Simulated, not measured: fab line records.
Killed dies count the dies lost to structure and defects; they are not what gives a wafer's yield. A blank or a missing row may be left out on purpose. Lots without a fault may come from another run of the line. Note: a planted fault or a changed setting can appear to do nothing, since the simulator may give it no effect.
Which tool was responsible? | flow nand-harc | 6 lots with 18 wafers sampled at 4 steps, on a route of 1302 steps

WHAT EACH GAUGE READ, for each wafer
NHARC_A_M0_CD_MEAS_09: the cd target is 80 nm.
lot  | measured     | on        | cd-nm (nm)
L947 | day 23 06:34 | cd-sem-03 | 81.4 79.9 80.3
L951 | day 24 11:10 | cd-sem-03 | 80.4 80.8 80.8
L952 | day 25 02:31 | cd-sem-01 | 79.7 80.0 81.0
L954 | day 26 14:44 | cd-sem-01 | 80.6 80.5 79.6
L963 | day 30 05:46 | cd-sem-02 | 82.7 82.3 83.3
L968 | day 32 01:43 | cd-sem-02 | 80.2 79.8 80.2

WHAT TOOL EACH LOT RAN ON (gives the tool, then ch and the chambers of the sampled wafers, and finally the start)
lot  | NHARC_A_BLC_STRIP_29               | NHARC_A_BLC_DEGAS_30         | NHARC_A_M0_PEB_07
L947 | rie-diel-06 ch 0,1,2, day 23 03:40 | pvd-sputter-02, day 23 04:11 | litho-track-01 ch 0, day 23 06:29
L951 | rie-diel-07 ch 0,2, day 24 07:56   | pvd-sputter-03, day 24 08:28 | litho-track-01 ch 0, day 24 11:05
L952 | rie-diel-07 ch 0,1,2, day 24 23:44 | pvd-sputter-01, day 25 00:16 | litho-track-06 ch 0, day 25 02:26
L954 | rie-diel-06 ch 0,2, day 26 11:54   | pvd-sputter-01, day 26 12:28 | litho-track-01 ch 0, day 26 14:40
L963 | rie-diel-06 ch 0,3, day 30 02:59   | pvd-sputter-01, day 30 03:30 | litho-track-04 ch 0, day 30 05:41
L968 | rie-diel-06 ch 0,2,3, day 31 22:53 | pvd-sputter-03, day 31 23:25 | litho-track-06 ch 0, day 32 01:38
- NHARC_A_BLC_STRIP_29: strips in CF4.
- NHARC_A_BLC_DEGAS_30: time 60 s.
- NHARC_A_M0_PEB_07: peb time 65 s.

THE ANSWER, worked out from the rows above alone
Rule: the lots themselves supply what counts as usual. The widest of any qualifying gaps counts: lots, ordered by their means at a reading, are off when they make up no more than a third of the lots, leave a main group of 4 or more, and stand apart from it by 3 or more times the standard deviation of that group's means. Not used: any main group whose means are identical at the precision the tables above print for the reading. A lot without any number at a reading at which 4 lots or more have one is off too. Where the step has rows for the other lots, those lots are counted as sound.
Off, at NHARC_A_M0_CD_MEAS_09 on cd-nm: L963. For the main group the mean is 80.3 nm and the standard deviation 0.22.
If a tool, at a process step before that reading, ran all the lots that are off and no sound lot after the first of them, it fits. Gauges at NHARC_A_M0_CD_MEAS_09: tried the same way as those tools. Undecided on this evidence; 2 tools fit (pvd-sputter-01 at NHARC_A_BLC_DEGAS_30, litho-track-04 at NHARC_A_M0_PEB_07).

WHAT THE SIMULATOR HAD PUT IN
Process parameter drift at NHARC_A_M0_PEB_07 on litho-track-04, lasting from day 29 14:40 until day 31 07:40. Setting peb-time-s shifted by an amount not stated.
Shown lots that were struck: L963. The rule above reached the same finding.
